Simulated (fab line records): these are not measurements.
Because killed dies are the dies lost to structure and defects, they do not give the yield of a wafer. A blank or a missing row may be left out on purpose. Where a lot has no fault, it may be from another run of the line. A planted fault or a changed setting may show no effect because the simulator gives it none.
Which tool was responsible? -- flow nand harc -- 6 lots with 18 wafers sampled at 4 steps, on a route of 1302 steps

WHAT THE GAUGES READ, wafer by wafer
NHARC_P_GATE_CD_MEAS_46: target cd 720 nm.
lot,measured,on,cd nm (nm)
L711,day 6 05:34,cd sem-02,718.8 718.4 721.2
L716,day 8 06:43,cd sem-01,715.7 715.9 715.0
L719,day 9 05:48,cd sem-02,717.6 716.3 718.2
L729,day 13 12:22,cd sem-03,718.5 720.2 721.6
L731,day 14 10:56,cd sem-02,722.5 720.4 720.0
L733,day 15 02:20,cd sem-03,721.3 718.2 718.4

WHICH TOOL RAN EACH LOT (tool, then ch and the chambers of the sampled wafers, then the start)
lot,NHARC_P_GATE_HM_DEP_102,NHARC_P_GATE_HM_OPEN_105,NHARC_P_GATE_EXPOSE_43
L711,"acl dep-03 ch 0, day 5 16:13","rie diel-04 ch 1,2, day 6 05:24 or earlier","krf scanner-04 ch 0, day 6 05:24"
L716,"acl dep-03 ch 0, day 7 16:53","rie diel-09 ch 1,2,3, day 8 06:33 or earlier","krf scanner-02 ch 0, day 8 06:33"
L719,"acl dep-02 ch 0, day 8 16:37","rie diel-09 ch 2,3, day 9 05:39 or earlier","krf scanner-01 ch 0, day 9 05:39"
L729,"acl dep-02 ch 0, day 12 21:19","rie diel-04 ch 0,2,3, day 13 12:11 or earlier","krf scanner-04 ch 0, day 13 12:11"
L731,"acl dep-02 ch 0, day 13 21:34","rie diel-09 ch 1,2,3, day 14 10:47 or earlier","krf scanner-04 ch 0, day 14 10:47"
L733,"acl dep-03 ch 0, day 14 13:20","rie diel-12 ch 0,2,3, day 15 02:11 or earlier","krf scanner-04 ch 0, day 15 02:11"
- NHARC_P_GATE_HM_DEP_102: deposits aC, target thk 120 nm.
- NHARC_P_GATE_HM_OPEN_105: chemistry O2/COS, target depth 360 nm.
- NHARC_P_GATE_EXPOSE_43: exposes mask P NSD, target cd 720 nm.

THE ANSWER, worked out from the rows above alone
Rule: what is usual is taken from the lots themselves. Put in order of their means at a reading, lots are off if they are a third of the lots or fewer, leave a main group of 4 or more, and stand apart from it by a gap of 3 or more times the standard deviation of the main group's means; of several such gaps the widest counts. The tables above print the reading to a certain number of digits; a main group whose means all agree to those digits is not used. A lot without any number at a reading at which 4 lots or more have one is off too. The other lots that the step has rows for count as sound.
No lot is off at any reading shown: from this, nothing can be told.

WHAT WAS PUT IN BY THE SIMULATOR
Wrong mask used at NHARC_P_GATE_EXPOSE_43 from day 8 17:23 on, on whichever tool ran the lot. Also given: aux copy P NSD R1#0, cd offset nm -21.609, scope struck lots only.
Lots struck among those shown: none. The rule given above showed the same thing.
